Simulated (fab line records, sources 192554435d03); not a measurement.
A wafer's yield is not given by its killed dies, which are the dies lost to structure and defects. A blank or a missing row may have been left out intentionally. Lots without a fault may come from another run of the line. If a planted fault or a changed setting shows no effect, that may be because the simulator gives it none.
Chamber matching    flow n5Finfet    pecvd-04 running N5_BEOL_M5_DEP_56: 3 sister chambers
The step deposits SiCN from 3MS/NH3, target thk 8 nm, time 14 s. 6 wafers are shown with their chamber, then 8 later ones without.

WAFERS, EACH WITH ITS CHAMBER
wafer   chamber  throttleValvePct (%)  showerheadPlenumPTorr (Torr)
L078.3  2        8.9                   3.676
L079.2  2        8.8                   3.669
L083.6  0        9.0                   3.664
L086.4  0        9.1                   3.659
L086.6  1        10.4                  3.672
L090.2  1        10.6                  3.663

WAFERS WITH NO CHAMBER GIVEN
wafer   throttleValvePct (%)  showerheadPlenumPTorr (Torr)
L090.5  10.6                  3.665
L090.6  9.1                   3.655
L095.1  10.2                  3.657
L095.2  9.0                   3.663
L095.3  8.2                   3.660
L096.1  9.1                   3.663
L096.4  10.6                  3.664
L096.5  9.7                   3.652

EACH ONE'S CHAMBER
wafer   from the rows above      in truth
L090.5  1                        1
L090.6  0                        0
L095.1  1                        1
L095.2  can't be placed: 0 or 2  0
L095.3  can't be placed: 2 or 0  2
L096.1  0                        0
L096.4  1                        1
L096.5  can't be placed: 0 or 1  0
Correctly placed: 5 of 8. Can't be placed from these rows: 3 (the true chamber is among the candidates in 3). Placed wrongly: 0.
How it was worked out, from the rows above alone: a wafer's distance from a chamber is the root of the sum, over the readings, of the square of ((its reading less the chamber's mean) divided by the reading's scatter). If the next closest chamber is less than 2 further off than the closest, the wafer can't be placed; otherwise it belongs to the closest. A chamber's mean is the mean of its shown wafers. The scatter: the root of (the sum of the squares of (reading less its chamber's mean) over the shown wafers, divided by (wafers less chambers)).
